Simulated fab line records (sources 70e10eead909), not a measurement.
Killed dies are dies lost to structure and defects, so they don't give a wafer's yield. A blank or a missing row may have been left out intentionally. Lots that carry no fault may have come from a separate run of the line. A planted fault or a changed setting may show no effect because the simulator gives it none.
Which tool was responsible? | flow nand_harc | 42 wafers from 14 lots sampled at 6 of the route's 1302 steps

## WHAT EACH GAUGE READ, for each wafer
NHARC_P_CONTACT_CD_MEAS_19. Usual: cd_nm at 90.4 nm, with a standard deviation of 2.5.
lot  | measured     | on        | cd_nm (nm)     | flag
L160 | day 6 03:25  | cd_sem-01 | 95.4 91.7 93.0 |
L159 | day 6 04:11  | cd_sem-02 | 92.3 90.2 91.8 |
L161 | day 6 17:52  | cd_sem-03 | 90.9 90.1 86.2 |
L162 | day 7 07:28  | cd_sem-01 | 94.3 90.7 88.0 |
L163 | day 7 16:53  | cd_sem-03 | 92.7 91.8 94.6 |
L164 | day 8 03:02  | cd_sem-03 | 92.7 91.1 95.1 |
L167 | day 9 10:04  | cd_sem-01 | 94.1 87.9 94.1 |
L168 | day 9 15:15  | cd_sem-01 | 87.3 90.9 89.2 |
L169 | day 10 00:26 | cd_sem-01 | 90.2 89.0 92.5 |
L171 | day 11 00:36 | cd_sem-01 | 88.1 90.1 90.5 |
L178 | day 13 22:43 | cd_sem-01 | 91.9 90.5 89.4 |
L180 | day 14 13:55 | cd_sem-01 | 88.2 89.6 91.5 |
L179 | day 14 14:20 | cd_sem-02 | 88.4 90.2 94.0 |
L181 | day 14 22:55 | cd_sem-03 | 88.1 89.4 88.5 |

NHARC_END_SORT_01. Usual: value, then standard deviation, for each; defect_limited_yield 91 % / 3.2; killed_at_array 58 / 22; killed_at_other 1.0 / 1.3; killed_at_periphery 5 / 3.4; killed_dies 64 / 22; killed_open 3.6 / 1.8; killed_short 2.4 / 1.7.
lot  | measured     | on        | defect_limited_yield (%) | killed_at_array | killed_at_other | killed_at_periphery | killed_dies | killed_open | killed_short | flag
L171 | day 29 05:23 | prober-01 | 97 97 96                 | 16 19 27        | 0 0 0           | 1 2 3               | 17 21 30    | 1 3 5       | 2 2 1        |
L179 | day 33 04:06 | prober-01 | 0 88 0                   | 88 78 66        | 2 0 0           | 585 0 611           | 675 78 677  | 6 1 7       | 6 5 3        | OFF

## EACH LOT AND THE TOOL THAT RAN IT (in order: tool; ch and the chambers of the sampled wafers; start)
lot  | NHARC_P_M0_ETCH_15                            | NHARC_P_M0_PVD_20                       | NHARC_P_M0_ECD_22              | NHARC_P_M0_CMP_23
L160 | rie_diel-10 ch 0,1,2, day 6 08:08 or earlier  | pvd_sputter-03, day 6 08:08 or earlier  | ecd_cu-02 ch 0,1, day 6 08:08  | cmp-03 ch 1,3, day 6 08:47
L159 | rie_diel-01 ch 1,2, day 6 08:50 or earlier    | pvd_sputter-02, day 6 08:50 or earlier  | ecd_cu-01 ch 0,1, day 6 08:50  | cmp-04 ch 1,3, day 6 09:28
L161 | rie_diel-05 ch 0,1,3, day 6 22:38 or earlier  | pvd_sputter-02, day 6 22:38 or earlier  | ecd_cu-02 ch 0,1, day 6 22:38  | cmp-02 ch 2,3, day 6 23:22
L162 | rie_diel-05 ch 0,1,2, day 7 12:05 or earlier  | pvd_sputter-01, day 7 12:05 or earlier  | ecd_cu-02 ch 0,1, day 7 12:05  | cmp-03 ch 0,1,2, day 7 12:50
L163 | rie_diel-10 ch 2,3, day 7 21:20 or earlier    | pvd_sputter-02, day 7 21:20 or earlier  | ecd_cu-02 ch 0,1, day 7 21:20  | cmp-03 ch 0,2,3, day 7 22:07
L164 | rie_diel-05 ch 0,1,3, day 8 07:47 or earlier  | pvd_sputter-01, day 8 07:47 or earlier  | ecd_cu-01 ch 0,1, day 8 07:47  | cmp-04 ch 0,1,2, day 8 08:36
L167 | rie_diel-10 ch 0,1,2, day 9 15:22 or earlier  | pvd_sputter-01, day 9 15:22 or earlier  | ecd_cu-01 ch 0,1, day 9 15:22  | cmp-03 ch 0,2,3, day 9 16:05
L168 | rie_diel-10 ch 0,3, day 9 20:04 or earlier    | pvd_sputter-03, day 9 20:04 or earlier  | ecd_cu-02 ch 0,1, day 9 20:04  | cmp-03 ch 2,3, day 9 20:41
L169 | rie_diel-10 ch 0,3, day 10 05:16 or earlier   | pvd_sputter-02, day 10 05:16 or earlier | ecd_cu-02 ch 0,1, day 10 05:16 | cmp-03 ch 0,1, day 10 05:56
L171 | rie_diel-05 ch 0,2,3, day 11 06:31 or earlier | pvd_sputter-03, day 11 06:31 or earlier | ecd_cu-01 ch 0,1, day 11 06:31 | cmp-04 ch 1,2,3, day 11 07:16
L178 | rie_diel-10 ch 0,1,2, day 14 03:14 or earlier | pvd_sputter-01, day 14 03:14 or earlier | ecd_cu-01 ch 0,1, day 14 03:14 | cmp-02 ch 2,3, day 14 03:58
L180 | rie_diel-05 ch 0,2,3, day 14 18:31 or earlier | pvd_sputter-01, day 14 18:31 or earlier | ecd_cu-02 ch 0,1, day 14 18:31 | cmp-03 ch 0,2,3, day 14 19:20
L179 | rie_diel-05 ch 0,1,2, day 14 18:47 or earlier | pvd_sputter-03, day 14 18:47 or earlier | ecd_cu-01 ch 0,1, day 14 18:47 | cmp-04 ch 1,2,3, day 14 19:34
L181 | rie_diel-05 ch 0,2, day 15 04:22 or earlier   | pvd_sputter-02, day 15 04:22 or earlier | ecd_cu-02 ch 0,1, day 15 04:22 | cmp-02 ch 1,3, day 15 05:07
- NHARC_P_M0_ETCH_15: etches the open film in C4F8/Ar, target depth 150 nm, overetch 15 nm, time 82.5 s.
- NHARC_P_M0_PVD_20: deposits TaN, target thk 5 nm, time 8.06 s.
- NHARC_P_M0_ECD_22: material Cu, target thk 400 nm.
- NHARC_P_M0_CMP_23: polishes, t overpolish 20 s, target thk 117.54 nm.

## AS READ BY THE TOOLS THEMSELVES (means over the sampled wafers that have a number; for cases with no such wafer, the mark the record gives instead)
NHARC_P_M0_ETCH_15. Usual: oes_product_au 0.965 a.u., standard deviation 0.021; rf_vpp_V 441.2 V, standard deviation 2.8.
lot  | tool        | oes_product_au (a.u.) | rf_vpp_V (V) | flag
L160 | rie_diel-10 | 0.944                 | 438.2        |
L159 | rie_diel-01 | 0.956                 | 439.3        |
L161 | rie_diel-05 | 0.962                 | 443.4        |
L162 | rie_diel-05 | 0.977                 | 441.1        |
L163 | rie_diel-10 | 0.983                 | 441.5        |
L164 | rie_diel-05 | 0.965                 | 442.4        |
L167 | rie_diel-10 | 0.951                 | 437.8        |
L168 | rie_diel-10 | 0.928                 | 440.6        |
L169 | rie_diel-10 | 0.933                 | 439.5        |
L171 | rie_diel-05 | 0.956                 | 441.9        |
L178 | rie_diel-10 | 0.993                 | 441.9        |
L180 | rie_diel-05 | 0.983                 | 442.3        |
L179 | rie_diel-05 | 0.978                 | 441.4        |
L181 | rie_diel-05 | 0.964                 | 440.5        |

NHARC_P_M0_PVD_20. Usual: chamber_pressure_pa 0.12 Pa, standard deviation 0.00027; throttle_valve_pct 29.4 %, standard deviation 1.
lot  | tool           | chamber_pressure_pa (Pa) | throttle_valve_pct (%) | flag
L160 | pvd_sputter-03 | 0.12                     | 29.6                   |
L159 | pvd_sputter-02 | 0.12                     | 30.0                   |
L161 | pvd_sputter-02 | 0.12                     | 29.1                   |
L162 | pvd_sputter-01 | 0.12                     | 28.8                   |
L163 | pvd_sputter-02 | 0.12                     | 30.3                   |
L164 | pvd_sputter-01 | 0.12                     | 28.6                   |
L167 | pvd_sputter-01 | 0.12                     | 28.6                   |
L168 | pvd_sputter-03 | 0.12                     | 29.9                   |
L169 | pvd_sputter-02 | 0.12                     | 28.7                   |
L171 | pvd_sputter-03 | 0.12                     | 29.5                   |
L178 | pvd_sputter-01 | 0.12                     | 28.5                   |
L180 | pvd_sputter-01 | 0.12                     | 29.0                   |
L179 | pvd_sputter-03 | 0.12                     | 30.0                   |
L181 | pvd_sputter-02 | 0.12                     | 30.2                   |

NHARC_P_M0_CMP_23. Usual: motor_current_A 12.0 A, standard deviation 1; time_to_endpoint_s 29 s, standard deviation 3.2.
lot  | tool   | motor_current_A (A) | time_to_endpoint_s (s) | flag
L160 | cmp-03 | 12.4                | 28                     |
L159 | cmp-04 | 11.9                | 29                     |
L161 | cmp-02 | 11.3                | 29                     |
L162 | cmp-03 | 10.8                | 28                     |
L163 | cmp-03 | 12.0                | 26                     |
L164 | cmp-04 | 12.5                | 31                     |
L167 | cmp-03 | 11.9                | 29                     |
L168 | cmp-03 | 11.7                | 28                     |
L169 | cmp-03 | 11.5                | 29                     |
L171 | cmp-04 | 12.5                | 28                     |
L178 | cmp-02 | 11.3                | 14                     | OFF
L180 | cmp-03 | 11.9                | 27                     |
L179 | cmp-04 | 12.9                | 16                     | OFF
L181 | cmp-02 | 12.3                | 26                     |

## THE ANSWER, worked out from the rows above alone
Rule: a lot counts as off when the mean over its wafers that have a number is more than 3 standard deviations away from the usual mean. A lot without any number at a reading at which 4 lots or more have one is off too. The other lots that the step has rows for count as sound. Order of review: gauges by route order, followed by the tools' own readings, for which a lot's mean as printed above is used. At the first step where some lot is off, the reading lying furthest off is the one used; lots without a number count as furthest.
Off at NHARC_END_SORT_01 (killed_at_periphery): L179. Neither off nor sound, because the step has no rows for them: L160, L159, L161, L162, L163, L164, L167, L168, L169, L178, L180, L181.
A tool fits if, at a process step before that reading, it ran every lot that is off, and no sound lot after the first of them. Not tried: the gauges at NHARC_END_SORT_01; whatever is off there is also off at NHARC_P_M0_CMP_23, on other tools, and gauge error can't account for it. NHARC_P_M0_ETCH_15 gives no start for some lots, so the hours and the order of its lots are those of NHARC_P_M0_ECD_22. NHARC_P_M0_PVD_20 gives no start for some lots, so the hours and the order of its lots are those of NHARC_P_M0_ECD_22. Can't be told from this: 4 tools fit, rie_diel-05 at NHARC_P_M0_ETCH_15, pvd_sputter-03 at NHARC_P_M0_PVD_20, ecd_cu-01 at NHARC_P_M0_ECD_22, cmp-04 at NHARC_P_M0_CMP_23.

## WHAT THE SIMULATOR HAD PUT IN
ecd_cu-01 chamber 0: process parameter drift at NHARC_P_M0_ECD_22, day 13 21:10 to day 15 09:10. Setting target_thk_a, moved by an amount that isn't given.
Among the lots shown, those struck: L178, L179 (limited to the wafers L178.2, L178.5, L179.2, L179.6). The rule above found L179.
